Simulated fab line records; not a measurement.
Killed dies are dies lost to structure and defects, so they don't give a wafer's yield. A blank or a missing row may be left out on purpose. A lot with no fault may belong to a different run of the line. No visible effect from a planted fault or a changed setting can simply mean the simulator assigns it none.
fab line records -- flow n5_finfet
record lots=7, wafers=21
route steps=1938 shown MIM_TOP_LITHO@1843 PAD_METAL@1896
start_h: hours from the record's opening day to when the first of the lot's shown wafers began -- wait_h: hours elapsed since this lot's preceding step -- " repeats the value in the row above -- L1.1+2: one row covering several wafers at once -- - either no value or no given start -- * or withheld: withheld -- < > ~ a bound
route shown NAME@n: a module of which the file shows steps, and the number in the route of the first -- usual: average and standard deviation across the fault-free wafers -- same: alike in all rows -- chamber/n: place in a boat -- sites: each site's reading -- _std_site: how widely they spread, as a standard deviation -- _edge_site: inner sites' mean taken away from outer sites' mean -- radius_mm: for every site, how far away it sits from the centre of the wafer -- mask NAME#n: copy n -- behind: the last tool/chamber to shape the wafer -- hold: reason for holding the lot/hours on hold/outcome of the hold -- device: which transistor (n, p or np) failed to switch -- end of line: the route-end tests of the same wafers -- step lacking rows: just its recipe -- killed: count of dies lost to structure and defects at first sort (not the wafer's yield) -- map: a wafer's dies, marking killed ones x, the rest . and places with no die _
set.NAME: the setting that was run; set.NAME@STEP: the one run at that earlier step -- model.NAME: the simulator's own value behind a step, which no gauge read
lots where settings were altered on purpose, with a table for each step and a row for each wafer
## steps
# step N5_MIM_TOP_LITHO_EXPOSE_05
# recipe mask_id=MIM_TOP, na=0.55, source_shape=conventional, sigma_outer=0.8, polarization=unpolarized, target_cd_nm=2000, dose_mj=20.5
lot.wafer,tool,chamber,start_h,wait_h,mask,set.dose_mj
L077.1+4+5,krf_scanner-02,0,280.47,-,MIM_TOP#0,20.5
L075.2,krf_scanner-01,0,287.30,-,MIM_TOP#0,20.5
L075.3+6,krf_scanner-01,0,287.30,-,MIM_TOP#0,21.9
L082.2+4,krf_scanner-02,0,320.56,-,MIM_TOP#0,20.5
L082.5,krf_scanner-02,0,320.56,-,MIM_TOP#0,21.45
L083.2,krf_scanner-01,0,321.22,-,MIM_TOP#0,19.12
L083.3+6,krf_scanner-01,0,321.22,-,MIM_TOP#0,20.5
L089.1+3+4,krf_scanner-01,0,360.18,-,MIM_TOP#0,20.5
L088.1,krf_scanner-01,0,363.64,-,MIM_TOP#0,19.66
L088.2+6,krf_scanner-01,0,363.64,-,MIM_TOP#0,20.5
L097.2,krf_scanner-02,0,435.41,-,MIM_TOP#0,20.11
L097.4+5,krf_scanner-02,0,435.41,-,MIM_TOP#0,20.5
# step N5_MIM_TOP_LITHO_PEB_06
# recipe peb_temp_c=withheld, peb_time_s=*
# step N5_MIM_TOP_LITHO_DEVELOP_07
# recipe develop_time_s=60, rinse_liquid=diw, dry=air_spin, dev_temp_c=21
# step N5_MIM_TOP_LITHO_HARDBAKE_09
# recipe temp_c=130, time_s=120
# step N5_MIM_TOP_LITHO_CD_MEAS_08
# recipe target_cd_nm=2000, landing_energy_ev=500, detector=se_inlens
# usual cd_nm=1999.4/1.7
lot.wafer,tool,chamber,start_h,wait_h,set.dose_mj@MIM_TOP_LITHO_EXPOSE_05,cd_nm
L077.1,cd_sem-03,0,280.65,-,20.5,1997.8
L077.4,cd_sem-03,0,280.65,-,20.5,1998.7
L077.5,cd_sem-03,0,280.65,-,20.5,1998.5
L075.2,cd_sem-03,0,287.47,-,20.5,1998.8
L075.3,cd_sem-03,0,287.47,-,21.9,1988.3
L075.6,cd_sem-03,0,287.47,-,21.9,1986.3
L082.2,cd_sem-01,0,320.73,-,20.5,2000.1
L082.4,cd_sem-01,0,320.73,-,20.5,1999.1
L082.5,cd_sem-01,0,320.73,-,21.45,1991.6
L083.2,cd_sem-01,0,321.39,-,19.12,2011.8
L083.3,cd_sem-01,0,321.39,-,20.5,1998.6
L083.6,cd_sem-01,0,321.39,-,20.5,2001.8
L089.1,cd_sem-02,0,360.36,-,20.5,1998.4
L089.3,cd_sem-02,0,360.36,-,20.5,1998.3
L089.4,cd_sem-02,0,360.36,-,20.5,1997.3
L088.1,cd_sem-03,0,363.81,-,19.66,2002.2
L088.2,cd_sem-03,0,363.81,-,20.5,1996.1
L088.6,cd_sem-03,0,363.81,-,20.5,1997.7
L097.2,cd_sem-03,0,435.58,-,20.11,2003.9
L097.4,cd_sem-03,0,435.58,-,20.5,1998.3
L097.5,cd_sem-03,0,435.58,-,20.5,1999.2
# step N5_MIM_TOP_LITHO_DESCUM_10
# recipe chemistry=O2, time_s=7.9, source_power_w=50, bias_power_w=20, pressure_mtorr=20, rf_frequency_hz=2.712e+07, temp_c=40, o2_flow_sccm=225
lot.wafer,tool,chamber,start_h,wait_h,set.dose_mj@MIM_TOP_LITHO_EXPOSE_05,model.MIM_TOP_LITHO.cd_nm
L077.1,rie_diel-06,1,280.86,0.2,20.5,1998
L077.4+5,rie_diel-06,"0,3",280.86,0.2,20.5,1999
L075.2,rie_diel-01,2,287.75,0.2,20.5,1999
L075.3,rie_diel-01,0,287.75,0.2,21.9,1989
L075.6,rie_diel-01,2,287.75,0.2,21.9,1986
L082.2,rie_diel-02,1,320.82,0.0,20.5,2000
L082.4,rie_diel-02,0,320.82,0.0,20.5,1999
L082.5,rie_diel-02,3,320.82,0.0,21.45,1991
L083.2,rie_diel-02,1,321.50,0.1,19.12,2012
L083.3,rie_diel-02,2,321.50,0.1,20.5,1998
L083.6,rie_diel-02,0,321.50,0.1,20.5,2002
L089.1,rie_diel-06,2,360.45,0.0,20.5,1999
L089.3,rie_diel-06,3,360.45,0.0,20.5,1998
L089.4,rie_diel-06,2,360.45,0.0,20.5,1997
L088.1,rie_diel-02,1,363.90,0.0,19.66,2002
L088.2,rie_diel-02,0,363.90,0.0,20.5,1996
L088.6,rie_diel-02,1,363.90,0.0,20.5,1998
L097.2,rie_diel-06,2,435.67,0.0,20.11,2004
L097.4,rie_diel-06,0,435.67,0.0,20.5,1998
L097.5,rie_diel-06,1,435.67,0.0,20.5,1999
# step N5_PASSIVATION_AL_DEP_21
# recipe material=Al, target_thk_a=28000, temp_c=400, time_s=170, power_w=30000, chamber_pressure_pa=0.4, gas=Ar
lot.wafer,tool,chamber,start_h,wait_h,set.time_s,model.Al_of_PASSIVATION_AL_DEP_21.thk_nm
L077.1,pvd_sputter-01,-,284.56,0.1,170,2791
L077.4,pvd_sputter-01,-,284.56,0.1,170,2816
L077.5,pvd_sputter-01,-,284.56,0.1,170,2770
L075.2,pvd_sputter-02,-,294.27,0.1,182.2,3016
L075.3,pvd_sputter-02,-,294.27,0.1,170,2770
L075.6,pvd_sputter-02,-,294.27,0.1,170,2782
L082.2,pvd_sputter-03,-,324.86,0.1,170,2815
L082.4,pvd_sputter-03,-,324.86,0.1,181,3024
L082.5,pvd_sputter-03,-,324.86,0.1,181,2999
L083.2,pvd_sputter-03,-,325.72,0.1,170,2793
L083.3,pvd_sputter-03,-,325.72,0.1,170,2783
L083.6,pvd_sputter-03,-,325.72,0.1,170,2771
L089.1,pvd_sputter-02,-,365.94,0.1,152.9,2548
L089.3,pvd_sputter-02,-,365.94,0.1,170,2827
L089.4,pvd_sputter-02,-,365.94,0.1,170,2786
L088.1,pvd_sputter-01,-,367.59,0.1,188.1,3117
L088.2,pvd_sputter-01,-,367.59,0.1,188.1,3108
L088.6,pvd_sputter-01,-,367.59,0.1,170,2808
L097.2,pvd_sputter-02,-,442.45,0.1,151.3,2514
L097.4,pvd_sputter-02,-,442.45,0.1,151.3,2508
L097.5,pvd_sputter-02,-,442.45,0.1,170,2839
## key
split step=N5_MIM_TOP_LITHO_EXPOSE_05, setting=dose_mj, stated=20.5, by=wafer
response step=N5_MIM_TOP_LITHO_CD_MEAS_08, reading=cd_nm, change=-1.69, per=1%, r=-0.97
response step=N5_MIM_TOP_LITHO_DESCUM_10, reading=model.MIM_TOP_LITHO.cd_nm, change=-1.71, per=1%, r=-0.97
split step=N5_PASSIVATION_AL_DEP_21, setting=time_s, stated=170, by=wafer
response step=N5_PASSIVATION_AL_DEP_21, reading=model.Al_of_PASSIVATION_AL_DEP_21.thk_nm, change=+29, per=1%, r=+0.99
